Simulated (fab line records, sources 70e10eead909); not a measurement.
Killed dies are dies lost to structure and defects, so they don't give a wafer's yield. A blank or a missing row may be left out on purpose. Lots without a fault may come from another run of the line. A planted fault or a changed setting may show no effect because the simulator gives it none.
Which tool did it? | flow nand_harc | 6 lots, 18 wafers sampled, at 2 steps of a route of 1159

WHAT THE GAUGES READ, wafer by wafer
NHARC_A_ONON_D1_THK_MEAS_27: measures by ellipsometry.
lot  | measured     | on            | thk_nm (nm)
L836 | day 8 17:42  | film_metro-01 | 987 986 988
L837 | day 9 07:12  | film_metro-02 | 1007 1008 1007
L840 | day 9 21:27  | film_metro-02 | 1007 1008 1010
L843 | day 10 18:34 | film_metro-01 | 992 991 567
L849 | day 12 05:26 | film_metro-01 | 1001 999 1000
L856 | day 13 14:44 | film_metro-02 | 991 990 987

WHICH TOOL RAN EACH LOT (tool, then ch and the chambers of the sampled wafers, then the start)
lot  | NHARC_A_ONON_D1_DEP_25
L836 | pecvd_onon-04 ch 0, day 8 17:12
L837 | pecvd_onon-04 ch 0, day 9 06:44
L840 | pecvd_onon-04 ch 0, day 9 20:59
L843 | pecvd_onon-04 ch 0, day 10 18:14
L849 | pecvd_onon-02 ch 0, day 12 04:55
L856 | pecvd_onon-04 ch 0, day 13 14:20
- NHARC_A_ONON_D1_DEP_25: target thk 1000 nm.

THE ANSWER, worked out from the rows above alone
Rule: what is usual is taken from the lots themselves. Put in order of their means at a reading, lots are off if they are a third of the lots or fewer, leave a main group of 4 or more, and stand apart from it by a gap of 3 or more times the standard deviation of the main group's means; of several such gaps the widest counts. A main group whose means are all the same, to the digits that the tables above print for the reading, isn't used. A lot without any number at a reading at which 4 lots or more have one is off too. The other lots that the step has rows for count as sound.
Off: L843, at NHARC_A_ONON_D1_THK_MEAS_27 (thk_nm). The main group: mean 998 nm, standard deviation 8.9.
A tool fits if, at a process step before that reading, it ran every lot that is off, and no sound lot after the first of them. The gauges at NHARC_A_ONON_D1_THK_MEAS_27 are tried like those tools. None of those tried fits.

WHAT THE SIMULATOR HAD PUT IN
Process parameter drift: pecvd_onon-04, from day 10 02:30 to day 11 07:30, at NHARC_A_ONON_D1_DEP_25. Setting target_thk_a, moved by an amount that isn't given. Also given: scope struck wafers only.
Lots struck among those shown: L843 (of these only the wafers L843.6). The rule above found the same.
